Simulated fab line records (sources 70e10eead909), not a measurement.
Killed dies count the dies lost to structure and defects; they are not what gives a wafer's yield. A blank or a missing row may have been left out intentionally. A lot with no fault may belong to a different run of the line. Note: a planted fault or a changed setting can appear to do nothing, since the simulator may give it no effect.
fab line records	flow nand_harc
record: lots: 6	wafers: 18	last_day: 32
route steps=1302 shown A_STAIRCASE@734 END@1302
lots that met no fault: from a run of the same line without faults
start_h: start of the lot's first displayed wafer, in hours after the record's first day	wait_h: hours since the lot's step before	" same as the row above	L1.1+2: one row covering several wafers at once	- no value, or no start given	* or withheld: withheld	< > ~ a bound
route shown NAME@n: NAME is a module with steps in the file, n the number in the route of the first one	usual: the fault-free wafers' mean and standard deviation	same: alike in all rows	chamber/n: place in a boat	sites: the reading at each site	_std_site: how widely they spread, as a standard deviation	_edge_site: mean of outer sites minus mean of inner sites	radius_mm: for every site, how far away it sits from the centre of the wafer	mask NAME#n: copy n	behind: the tool/chamber that last shaped the wafer	hold: what put the lot on hold/how long, in hours/how the hold closed	device: the transistor (n, p or np) that didn't switch	end of line: tests run on the same wafers once the route is complete	a step with no rows: only its recipe	killed: the dies lost at the first sort to structure and to defects; this is not the yield of the wafer	map: a wafer's dies, x killed, . not, _ none there
set.NAME: the run value of the setting; set.NAME@STEP: its run value at that earlier step	model.NAME: the simulator's own value behind a step, which no gauge read
a table for each step, a row for each wafer; lots at some steps of the route
services: a tool's chamber out of use, with start hour (start_h, from the record's first day; less than 0 if before it), hours out, and reason
== steps ==
step: NHARC_A_STAIRCASE_TRIM_220
recipe: time_s: 211.2	o2_flow_sccm: 500	ar_flow_sccm: 0	bias_w: 0	chemistry: O2
step: NHARC_A_STAIRCASE_ETCH_221
recipe: target_depth_a: 1000	time_s: 40.5	ion_energy_ev: 400	c4f8_flow_sccm: 20	o2_flow_sccm: 10	ar_flow_sccm: withheld	rf_w: 600	bias_w: 1000	chemistry: C4F8/O2
step: NHARC_A_STAIRCASE_TRIM_222
recipe: time_s: 211.2	o2_flow_sccm: 500	ar_flow_sccm: 0	bias_w: 0	chemistry: O2
step: NHARC_A_STAIRCASE_ETCH_223
recipe: target_depth_a: 1000	time_s: 40.5	ion_energy_ev: 400	c4f8_flow_sccm: 20	o2_flow_sccm: 10	ar_flow_sccm: withheld	rf_w: 600	bias_w: 1000	chemistry: C4F8/O2
usual: oes_product_au: 0.945/0.011	rf_fwd_power_W: 592.7/2.2	rf_vpp_V: 897/5.6
lot.wafer	tool	chamber	start_h	wait_h	oes_product_au	rf_fwd_power_W	rf_hours_counter_h	rf_vpp_V
L838.2	rie_diel-13	0	-	-	0.952	593.3	1	890
L838.1	"	2	"	"	0.960	593.9	1	897
L838.3	"	3	"	"	0.946	594.2	1	889
L842.1	rie_diel-08	3	-	-	0.939	591.8	4	892
L842.6	"	1	"	"	0.943	593.2	-	896
L842.5	"	2	"	"	0.953	596.3	-	896
L846.3	rie_diel-08	3	-	-	0.944	593.5	19	892
L846.2	"	1	"	"	0.949	597.7	15	895
L846.5	"	2	"	"	0.955	594.6	-	896
L849.3	rie_diel-04	3	-	-	0.944	595.3	27	893
L849.1	"	0	"	"	0.937	592.4	33	900
L849.6	"	1	"	"	0.947	590.9	-	903
L856.3	rie_diel-04	2	-	-	0.956	594.8	8	905
L856.1	"	3	"	"	0.946	591.1	8	891
L856.2	"	0	"	"	0.923	596.3	8	899
L858.2	rie_diel-08	1	-	-	0.923	593.1	3	892
L858.3	"	2	"	"	0.953	594.2	3	895
L858.6	"	0	"	"	0.943	590.7	-	897
step: NHARC_A_STAIRCASE_TRIM_224
recipe: time_s: 211.2	o2_flow_sccm: 500	ar_flow_sccm: 0	bias_w: 0	chemistry: O2
step: NHARC_A_STAIRCASE_ETCH_225
recipe: target_depth_a: 1000	time_s: 40.5	ion_energy_ev: 400	c4f8_flow_sccm: 20	o2_flow_sccm: 10	ar_flow_sccm: withheld	rf_w: 600	bias_w: 1000	chemistry: C4F8/O2
step: NHARC_A_STAIRCASE_TRIM_226
recipe: time_s: 211.2	o2_flow_sccm: 500	ar_flow_sccm: 0	bias_w: 0	chemistry: O2
usual: drypump_motor_current_A: 5.8/0.47	oes_product_au: 1.001/0.012	rf_vpp_V: 57.9/0.78	showerhead_plenum_p_Torr: 3.55/0.15	throttle_valve_pct: 17.037/0.0096
lot.wafer	tool	chamber	start_h	wait_h	drypump_motor_current_A	oes_product_au	rf_hours_counter_h	rf_vpp_V	showerhead_plenum_p_Torr	throttle_valve_pct
L838.2	rie_diel-13	0	-	-	5.9	1.003	1	58.5	3.43	17.025
L838.3	"	2	"	"	5.9	1.015	1	57.2	3.55	17.028
L838.1	"	3	"	"	6.6	0.990	1	57.0	3.33	17.034
L842.1	rie_diel-08	0	-	-	5.5	1.000	4	58.1	3.56	17.036
L842.5	"	0	"	"	5.6	0.998	-	57.9	3.56	17.025
L842.6	"	1	"	"	5.9	1.013	-	57.1	3.49	17.045
L846.2	rie_diel-08	1	-	-	5.9	1.009	15	57.5	3.49	17.029
L846.3	"	3	"	"	5.5	0.995	19	57.2	3.39	17.031
L846.5	"	0	"	"	5.6	0.999	-	58.7	3.56	17.019
L849.1	rie_diel-04	2	-	-	6.1	1.027	27	58.6	3.79	17.046
L849.3	"	0	"	"	6.1	0.988	33	60.4	3.63	17.046
L849.6	"	1	"	"	4.8	0.989	-	58.8	3.69	17.050
L856.3	rie_diel-04	0	-	-	6.1	0.977	8	58.9	3.62	17.037
L856.1	"	1	"	"	4.8	0.984	8	57.3	3.68	17.052
L856.2	"	2	"	"	6.0	1.011	8	57.5	3.78	17.037
L858.2	rie_diel-08	3	-	-	5.5	1.012	2	56.7	3.37	17.028
L858.3	"	0	"	"	5.6	1.013	2	57.9	3.54	17.038
L858.6	"	1	"	"	5.9	0.986	-	57.9	3.47	17.022
step: NHARC_A_STAIRCASE_ETCH_227
recipe: target_depth_a: 1000	time_s: 40.5	ion_energy_ev: 400	c4f8_flow_sccm: 20	o2_flow_sccm: 10	ar_flow_sccm: withheld	rf_w: 600	bias_w: 1000	chemistry: C4F8/O2
step: NHARC_A_STAIRCASE_TRIM_229
recipe: time_s: 211.2	o2_flow_sccm: 500	ar_flow_sccm: 0	bias_w: 0	chemistry: O2
usual: drypump_motor_current_A: 5.8/0.48	oes_product_au: 1.001/0.011	rf_vpp_V: 57.8/0.92	showerhead_plenum_p_Torr: 3.55/0.16	throttle_valve_pct: 17.037/0.0088
lot.wafer	tool	chamber	start_h	wait_h	drypump_motor_current_A	oes_product_au	rf_hours_counter_h	rf_vpp_V	showerhead_plenum_p_Torr	throttle_valve_pct
L838.3	rie_diel-13	0	355.34	0.1	5.9	1.000	1	58.2	3.43	17.055
L838.2	"	1	"	"	5.5	1.000	1	58.6	3.81	17.031
L838.1	"	3	"	"	6.6	0.987	1	59.5	3.33	17.034
L842.1	rie_diel-08	0	398.02	0.1	5.5	1.007	4	57.8	3.56	17.035
L842.5	"	2	"	"	5.5	1.010	-	57.9	3.53	17.038
L842.6	"	3	"	"	5.5	1.011	-	56.1	3.40	17.033
L846.3	rie_diel-13	1	445.00	0.1	5.5	0.984	36	58.3	3.79	17.026
L846.2	"	0	"	"	5.9	0.984	36	55.8	3.41	17.034
L846.5	"	0	"	"	5.9	0.993	-	57.2	3.41	17.030
L849.3	rie_diel-13	2	478.99	0.1	5.9	1.018	41	58.1	3.53	17.033
L849.1	"	3	"	"	6.6	0.997	46	56.9	3.30	17.046
L849.6	"	2	"	"	5.9	1.011	-	60.4	3.53	17.041
L856.1	rie_diel-08	3	557.88	0.1	5.5	1.015	1	57.0	3.37	17.042
L856.2	"	0	"	"	5.6	1.017	1	57.8	3.54	17.050
L856.3	"	1	"	"	5.9	0.985	1	57.0	3.47	17.049
L858.2	rie_diel-08	3	566.68	0.1	5.5	1.011	3	57.7	3.37	17.028
L858.3	"	1	"	"	5.9	0.986	3	56.7	3.47	17.031
L858.6	"	0	"	"	5.5	1.022	-	57.5	3.54	17.043
step: NHARC_A_STAIRCASE_ETCH_230
recipe: target_depth_a: 1000	time_s: 40.5	ion_energy_ev: 400	c4f8_flow_sccm: 20	o2_flow_sccm: 10	ar_flow_sccm: withheld	rf_w: 600	bias_w: 1000	chemistry: C4F8/O2
step: NHARC_A_STAIRCASE_TRIM_231
recipe: time_s: 211.2	o2_flow_sccm: 500	ar_flow_sccm: 0	bias_w: 0	chemistry: O2
usual: drypump_motor_current_A: 5.8/0.47	oes_product_au: 1.000/0.011	rf_vpp_V: 57.9/0.94	showerhead_plenum_p_Torr: 3.55/0.16	throttle_valve_pct: 17.036/0.0088
lot.wafer	tool	chamber	start_h	wait_h	drypump_motor_current_A	oes_product_au	rf_hours_counter_h	rf_vpp_V	showerhead_plenum_p_Torr	throttle_valve_pct
L838.1	rie_diel-13	0	-	-	5.9	1.009	1	57.0	3.43	17.024
L838.3	"	1	"	"	5.6	0.992	1	59.4	3.81	17.048
L838.2	"	2	"	"	5.9	1.011	1	57.2	3.55	17.039
L842.1	rie_diel-08	3	-	-	5.5	1.005	4	57.6	3.40	17.021
L842.6	"	3	"	"	5.5	1.008	-	58.2	3.40	17.042
L842.5	"	0	"	"	5.5	1.005	-	57.7	3.56	17.020
L846.2	rie_diel-13	0	-	-	5.9	0.990	36	57.6	3.41	17.019
L846.3	"	3	"	"	6.6	0.989	35	56.6	3.31	17.049
L846.5	"	0	"	"	5.9	0.986	-	57.2	3.41	17.045
L849.1	rie_diel-13	0	-	-	5.9	0.999	45	57.7	3.40	17.043
L849.3	"	3	"	"	6.6	0.996	47	57.2	3.30	17.030
L849.6	"	1	"	"	5.5	0.989	-	57.1	3.78	17.027
L856.1	rie_diel-08	1	-	-	5.9	0.979	1	58.4	3.47	17.045
L856.2	"	3	"	"	5.5	1.019	1	58.8	3.37	17.054
L856.3	"	0	"	"	5.5	1.014	1	57.8	3.54	17.028
L858.2	rie_diel-08	2	-	-	5.4	1.011	3	57.2	3.51	17.046
L858.3	"	0	"	"	5.5	1.021	3	57.8	3.54	17.048
L858.6	"	3	"	"	5.5	1.007	-	57.8	3.37	17.028
step: NHARC_A_STAIRCASE_ETCH_232
recipe: target_depth_a: 1000	time_s: 40.5	ion_energy_ev: 400	c4f8_flow_sccm: 20	o2_flow_sccm: 10	ar_flow_sccm: withheld	rf_w: 600	bias_w: 1000	chemistry: C4F8/O2
usual: oes_product_au: 0.944/0.015	rf_fwd_power_W: 592.1/2.6	rf_vpp_V: 897/5.7
lot.wafer	tool	chamber	start_h	wait_h	oes_product_au	rf_fwd_power_W	rf_hours_counter_h	rf_vpp_V
L838.1	rie_diel-13	2	355.79	-	0.982	591.1	1	897
L838.2	"	0	"	"	0.944	589.8	1	893
L838.3	"	1	"	"	0.939	593.9	1	906
L842.1	rie_diel-08	3	398.41	-	0.943	587.7	5	893
L842.5	"	2	"	"	0.945	591.1	-	896
L842.6	"	3	"	"	0.937	588.8	-	891
L846.2	rie_diel-13	3	445.51	-	0.942	596.1	35	887
L846.3	"	0	"	"	0.937	590.2	36	891
L846.5	"	3	"	"	0.939	597.6	-	887
L849.3	rie_diel-13	2	479.42	-	0.945	593.1	41	897
L849.1	"	0	"	"	0.939	590.8	45	892
L849.6	"	2	"	"	0.952	591.4	-	897
L856.2	rie_diel-08	2	558.29	-	1.202	832.3	1	896
L856.3	"	3	"	"	1.204	830.6	1	889
L856.1	"	0	"	"	1.226	832.8	1	896
L858.3	rie_diel-08	0	567.11	-	1.186	831.5	3	895
L858.2	"	1	"	"	1.143	830.1	3	893
L858.6	"	0	"	"	1.181	832.7	-	898
step: NHARC_A_STAIRCASE_TRIM_233
recipe: time_s: 211.2	o2_flow_sccm: 500	ar_flow_sccm: 0	bias_w: 0	chemistry: O2
usual: drypump_motor_current_A: 5.8/0.46	oes_product_au: 0.998/0.011	rf_vpp_V: 57.8/0.88	showerhead_plenum_p_Torr: 3.54/0.15	throttle_valve_pct: 17.037/0.0087
lot.wafer	tool	chamber	start_h	wait_h	drypump_motor_current_A	oes_product_au	rf_hours_counter_h	rf_vpp_V	showerhead_plenum_p_Torr	throttle_valve_pct
L838.3	rie_diel-13	3	-	-	6.6	0.991	1	56.9	3.33	17.035
L838.1	"	0	"	"	5.9	1.000	1	56.7	3.43	17.035
L838.2	"	2	"	"	5.9	1.022	1	57.7	3.55	17.040
L842.1	rie_diel-08	1	-	-	5.9	0.996	4	58.5	3.49	17.049
L842.6	"	3	"	"	5.5	1.007	-	56.3	3.40	17.034
L842.5	"	0	"	"	5.5	1.001	-	57.4	3.57	17.040
L846.3	rie_diel-13	0	-	-	5.9	0.991	36	57.7	3.41	17.020
L846.2	"	1	"	"	5.5	0.994	36	57.5	3.79	17.028
L846.5	"	1	"	"	5.5	0.991	-	57.9	3.79	17.041
L849.3	rie_diel-13	0	-	-	5.9	0.994	45	56.3	3.40	17.030
L849.1	"	1	"	"	5.5	0.994	44	57.8	3.78	17.025
L849.6	"	2	"	"	5.9	1.005	-	57.8	3.53	17.041
L856.2	rie_diel-08	0	-	-	5.5	1.020	1	57.6	3.54	17.037
L856.1	"	1	"	"	5.9	0.978	1	57.6	3.47	17.035
L856.3	"	3	"	"	5.5	1.005	1	57.9	3.37	17.038
L858.2	rie_diel-08	2	-	-	5.4	1.012	3	56.9	3.51	17.032
L858.3	"	3	"	"	5.5	1.017	3	58.1	3.37	17.039
L858.6	"	1	"	"	5.9	0.992	-	57.5	3.47	17.026
step: NHARC_END_SORT_01
recipe: temp_c: 25
usual: killed_at_array: 55/20	killed_at_other: 1.2/1.3	killed_at_periphery: 4.0/3	killed_dies: 60/21	killed_open: 3.2/1.9	killed_short: 2.5/1.6
same: gross_dies: 677
lot.wafer	tool	chamber	start_h	wait_h	killed_at_array	killed_at_other	killed_at_periphery	killed_dies	killed_open	killed_short
L858.2	prober-01	0	754.58	2.8	675	0	2	677	4	7
L858.3	prober-01	0	755.38	3.1	673	1	3	677	6	4
L858.6	prober-01	0	757.78	4.0	676	0	1	677	6	2
L856.1	prober-02	0	765.04	2.5	663	4	10	677	3	2
L856.2	prober-02	0	765.84	2.8	669	2	6	677	0	5
L856.3	prober-02	0	766.64	3.1	666	3	8	677	3	1
killed by level:class
L858.2 A_STAIRCASE:area_etch=625 A_CHANNEL_HOLE_D2:chamber_film_flake=18 A_SLIT:chamber_film_flake=9 A_CHANNEL_HOLE_D1:chamber_film_flake=6 A_CHANNEL_FILL_D2:chamber_film_flake=4 A_ONON_D1:geometric_particle:short=2 A_CONTACT:chamber_film_flake=2 P_CONTACT:geometric_particle:open=1
L858.3 A_STAIRCASE:area_etch=612 A_CHANNEL_HOLE_D2:chamber_film_flake=19 A_CHANNEL_HOLE_D1:chamber_film_flake=18 A_SLIT:chamber_film_flake=7 A_CONTACT:chamber_film_flake=3 A_ONON_D2:geometric_particle:open=2 A_CHANNEL_FILL_D2:geometric_particle:open=2 A_CHANNEL_FILL_D2:chamber_film_flake=2
L858.6 A_STAIRCASE:area_etch=613 A_CHANNEL_HOLE_D2:chamber_film_flake=30 A_CONTACT:chamber_film_flake=7 A_CHANNEL_HOLE_D1:chamber_film_flake=6 A_SLIT:chamber_film_flake=5 A_DECK1_JOINT:chamber_film_flake=3 A_ONON_D2:geometric_particle:open=2 A_CHANNEL_HOLE_D1:geometric_particle:open=1
L856.1 A_STAIRCASE:area_etch=599 A_SLIT:chamber_film_flake=35 A_CHANNEL_HOLE_D1:chamber_film_flake=11 P_ZERO_WELL:chamber_film_flake=6 A_CONTACT:chamber_film_flake=6 A_STAIRCASE:chamber_film_flake=4 A_WL_FILL:chamber_film_flake=3 P_M2:chamber_film_flake=2
L856.2 A_STAIRCASE:area_etch=618 A_SLIT:chamber_film_flake=23 A_CHANNEL_HOLE_D1:chamber_film_flake=11 A_STAIRCASE:chamber_film_flake=5 P_M2:chamber_film_flake=4 A_CONTACT:chamber_film_flake=3 A_DECK1_JOINT:chamber_film_flake=2 HYBRID_BOND:chamber_film_flake=2
L856.3 A_STAIRCASE:area_etch=620 A_SLIT:chamber_film_flake=26 A_CHANNEL_HOLE_D1:chamber_film_flake=9 A_CONTACT:chamber_film_flake=4 P_M2:chamber_film_flake=3 A_DECK1_JOINT:chamber_film_flake=3 HYBRID_BOND:chamber_film_flake=2 P_STI:geometric_particle:open=1
map L856.1 (x killed, . not)
____________x____________
_________xxxxxxx_________
_______xxxxxxxxxxx_______
______xxxxxxxxxxxxx______
_____xxxxxxxxxxxxxxx_____
____xxxxxxxxxxxxxxxxx____
____xxxxxxxxxxxxxxxxx____
___xxxxxxxxxxxxxxxxxxx___
___xxxxxxxxxxxxxxxxxxx___
__xxxxxxxxxxxxxxxxxxxxx__
__xxxxxxxxxxxxxxxxxxxxx__
_xxxxxxxxxxxxxxxxxxxxxxx_
_xxxxxxxxxxxxxxxxxxxxxxx_
_xxxxxxxxxxxxxxxxxxxxxxx_
_xxxxxxxxxxxxxxxxxxxxxxx_
_xxxxxxxxxxxxxxxxxxxxxxx_
xxxxxxxxxxxxxxxxxxxxxxxxx
xxxxxxxxxxxxxxxxxxxxxxxxx
xxxxxxxxxxxxxxxxxxxxxxxxx
xxxxxxxxxxxxxxxxxxxxxxxxx
xxxxxxxxxxxxxxxxxxxxxxxxx
_xxxxxxxxxxxxxxxxxxxxxxx_
_xxxxxxxxxxxxxxxxxxxxxxx_
_xxxxxxxxxxxxxxxxxxxxxxx_
_xxxxxxxxxxxxxxxxxxxxxxx_
_xxxxxxxxxxxxxxxxxxxxxxx_
__xxxxxxxxxxxxxxxxxxxxx__
__xxxxxxxxxxxxxxxxxxxxx__
___xxxxxxxxxxxxxxxxxxx___
___xxxxxxxxxxxxxxxxxxx___
____xxxxxxxxxxxxxxxxx____
____xxxxxxxxxxxxxxxxx____
_____xxxxxxxxxxxxxxx_____
______xxxxxxxxxxxxx______
_______xxxxxxxxxxx_______
_________xxxxxxx_________
____________x____________
map L858.2 (x killed, . not)
____________x____________
_________xxxxxxx_________
_______xxxxxxxxxxx_______
______xxxxxxxxxxxxx______
_____xxxxxxxxxxxxxxx_____
____xxxxxxxxxxxxxxxxx____
____xxxxxxxxxxxxxxxxx____
___xxxxxxxxxxxxxxxxxxx___
___xxxxxxxxxxxxxxxxxxx___
__xxxxxxxxxxxxxxxxxxxxx__
__xxxxxxxxxxxxxxxxxxxxx__
_xxxxxxxxxxxxxxxxxxxxxxx_
_xxxxxxxxxxxxxxxxxxxxxxx_
_xxxxxxxxxxxxxxxxxxxxxxx_
_xxxxxxxxxxxxxxxxxxxxxxx_
_xxxxxxxxxxxxxxxxxxxxxxx_
xxxxxxxxxxxxxxxxxxxxxxxxx
xxxxxxxxxxxxxxxxxxxxxxxxx
xxxxxxxxxxxxxxxxxxxxxxxxx
xxxxxxxxxxxxxxxxxxxxxxxxx
xxxxxxxxxxxxxxxxxxxxxxxxx
_xxxxxxxxxxxxxxxxxxxxxxx_
_xxxxxxxxxxxxxxxxxxxxxxx_
_xxxxxxxxxxxxxxxxxxxxxxx_
_xxxxxxxxxxxxxxxxxxxxxxx_
_xxxxxxxxxxxxxxxxxxxxxxx_
__xxxxxxxxxxxxxxxxxxxxx__
__xxxxxxxxxxxxxxxxxxxxx__
___xxxxxxxxxxxxxxxxxxx___
___xxxxxxxxxxxxxxxxxxx___
____xxxxxxxxxxxxxxxxx____
____xxxxxxxxxxxxxxxxx____
_____xxxxxxxxxxxxxxx_____
______xxxxxxxxxxxxx______
_______xxxxxxxxxxx_______
_________xxxxxxx_________
____________x____________
== services ==
tool	chamber	start_h	hours	kind
rie_diel-13	-	342.06	9.0	pm
rie_diel-08	0	346.99	-	clean
rie_diel-08	1	346.99	-	clean
rie_diel-08	2	346.99	-	clean
rie_diel-08	3	346.99	-	clean
rie_diel-04	-	356.45	9.0	pm
rie_diel-04	3	366.72	9.6	repair
rie_diel-08	-	368.13	9.0	pm
rie_diel-08	0	368.13	9.0	vent_cycle
rie_diel-08	1	368.13	9.0	vent_cycle
rie_diel-08	2	368.13	9.0	vent_cycle
rie_diel-08	3	368.13	9.0	vent_cycle
rie_diel-04	2	372.79	4.0	repair
rie_diel-08	0	377.13	-	clean
rie_diel-08	1	377.13	-	clean
rie_diel-08	2	377.13	-	clean
rie_diel-04	3	380.24	6.1	repair
rie_diel-04	1	398.20	6.0	repair
rie_diel-08	2	464.98	26.5	repair
rie_diel-13	1	502.11	6.3	repair
rie_diel-13	3	503.17	2.0	repair
rie_diel-13	-	519.06	9.0	pm
rie_diel-04	-	533.45	9.0	pm
rie_diel-08	-	545.13	9.0	pm
== key ==
first_sign: step: NHARC_A_STAIRCASE_ETCH_232	reading: rf_fwd_power_W	direction: up	sigmas: 93	usual: *	struck: *
effect: step: NHARC_A_STAIRCASE_ETCH_232	reading: oes_product_au	direction: up	sigmas: 16	usual: 0.944	struck: 1.190
effect: step: NHARC_END_SORT_01	reading: killed_at_array	direction: up	sigmas: 30	usual: 55	struck: 670
more_kills_born_at: NHARC_A_STAIRCASE_ETCH_232@rie_diel-08: 3687
met_at NHARC_A_STAIRCASE_ETCH_232
struck_wafers L856.1,L856.2,L856.3,L858.2,L858.3,L858.6
later_rows_left_out L856.1,L856.2,L856.3,L858.2,L858.3,L858.6
tester_left_out L856,L858
onset_between 398.41 558.29
fault: kind: process_parameter_drift	tool: rie_diel-08	chamber: -	onset_h: 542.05	steps: NHARC_A_STAIRCASE_ETCH_232	channel: rf_w	offset: *	shape: step	end_h: 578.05	acts_in: *	stated: *
tester_left_out: of these lots the tester's yield and bins aren't shown, on N5 and GAA mostly nor the transistor test; their killed dies are dies lost to structure and defects alone, not to doping, threshold or leakage, so they don't give the yield
later_rows_left_out: the simulator's readings of these wafers behind a module that went badly wrong aren't trusted and aren't shown, but for the sort
